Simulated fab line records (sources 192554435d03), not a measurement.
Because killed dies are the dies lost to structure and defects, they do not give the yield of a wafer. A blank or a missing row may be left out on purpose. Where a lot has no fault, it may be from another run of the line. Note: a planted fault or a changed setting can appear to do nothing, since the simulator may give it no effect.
Split-lot experiment -- flow n5Finfet -- 7 lots, 21 wafers read, on a route of 1938 steps

## ABOUT THE SPLIT
At N5_BEOL_M3_COAT_22 (resist thk 30 nm), the setting spinRpm was moved away from the recipe's 1500 rpm on 8 of the 21 wafers read, by -8.7% to +7.1%. For the rest of the wafers, this setting stayed at what the recipe calls for.

## FROM THE SPLIT TO THE READING: what the file shows between them, 2 steps
- N5_BEOL_M3_EBR_24
- N5_BEOL_M3_SOFTBAKE_23: time 60 s

## THE READING
CAR-EUV_of_BEOL_M3_COAT_22.thkNm (the simulator's own value, which no gauge read), in nm, at N5_BEOL_M3_DESCUM_33 (chemistry O2, time 7 s). There is no usual value for it anywhere in the file. The 13 wafers here that ran the recipe average 26.1 nm, standard deviation 0.1 nm.

wafer,"tool, chamber at the split","spinRpm as run, rpm",against the recipe,"CAR-EUV_of_BEOL_M3_COAT_22.thkNm, nm",against lot-mates on the recipe
L079.1,"lithoTrack-05, 0",1500,recipe,26,-
L079.6,"lithoTrack-05, 0",1500,recipe,26,-
L079.5,"lithoTrack-05, 0",1500,recipe,26.2,-
L081.1,"lithoTrack-05, 0",1560,+4.0%,25.4,-0.8
L081.2,"lithoTrack-05, 0",1500,recipe,26.2,-
L081.5,"lithoTrack-05, 0",1560,+4.0%,25.6,-0.6
L084.1,"lithoTrack-05, 0",1500,recipe,26,-
L084.2,"lithoTrack-05, 0",1370,-8.7%,27.4,+1.3
L084.4,"lithoTrack-05, 0",1500,recipe,26.2,-
L087.2,"lithoTrack-05, 0",1500,recipe,26.2,-
L087.3,"lithoTrack-05, 0",1606,+7.1%,25.2,-1.0
L087.4,"lithoTrack-05, 0",1606,+7.1%,25,-1.2
L091.2,"lithoTrack-03, 0",1578,+5.2%,25.2,-0.8
L091.5,"lithoTrack-03, 0",1578,+5.2%,25.2,-0.8
L091.3,"lithoTrack-03, 0",1500,recipe,26,-
L093.2,"lithoTrack-03, 0",1500,recipe,26.2,-
L093.4,"lithoTrack-03, 0",1500,recipe,26,-
L093.6,"lithoTrack-03, 0",1500,recipe,26,-
L096.1,"lithoTrack-04, 0",1500,recipe,26.2,-
L096.5,"lithoTrack-04, 0",1500,recipe,26.2,-
L096.2,"lithoTrack-04, 0",1427,-4.9%,26.8,+0.6

FIT RESULTS
A straight line over all 21 wafers: CAR-EUV_of_BEOL_M3_COAT_22.thkNm changes by -0.151 nm for each +1% of spinRpm; r = -0.98; the points scatter about the line by 0.1 nm.
The same after taking each lot's own level away (the mean of its wafers on the recipe; 21 wafers): -0.152 nm for each +1%; r = -0.99; scatter 0.087 nm.
The reading moves by 1.3 nm for the largest change in spinRpm, on that fit.
Across the lots, their own levels run from 26.00 to 26.20 nm, a range of 2.0 times the standard deviation given above.
Hence the lot-to-lot level has little effect on the slope; both slopes agree.
Check: for one of the wafers moved furthest among these (-8.7%), held out of the fit, the line's prediction against its lot-mates is +1.3 nm. It came out at +1.3 nm against them.

## OTHER SPLITS APPLIED TO THESE WAFERS
Note: prior to the reading, these wafers also went through further splits. Each is held against what the fit with the lots' levels taken away leaves over:
other split on the same wafers,wafers away from the commonest value,r with CAR-EUV_of_BEOL_M3_COAT_22.thkNm (lot level and that fit taken away)
N5_BEOL_M2_TRENCH_ETCH_37 timeS,10,-0.25
N5_BEOL_M3_ETCH_64 timeS,5,-0.22

## THE WHOLE CHAIN: every reading that the file lists as answering this split, in the file's order
step,what it does,reading,change (the file's fit),r (the file's)
N5_BEOL_M3_COAT_22,resist thk 30 nm,"CAR-EUV_of_BEOL_M3_COAT_22.thkNm (the simulator's own value, which no gauge read)",-0.138 nm for each +1% of the setting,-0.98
N5_BEOL_M3_DESCUM_33,"chemistry O2, time 7 s","CAR-EUV_of_BEOL_M3_COAT_22.thkNm (the simulator's own value, which no gauge read)",-0.151 nm for each +1% of the setting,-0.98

## FILE'S OWN FIT
CAR-EUV_of_BEOL_M3_COAT_22.thkNm changes by -0.151 nm for each +1% of spinRpm, r = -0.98.
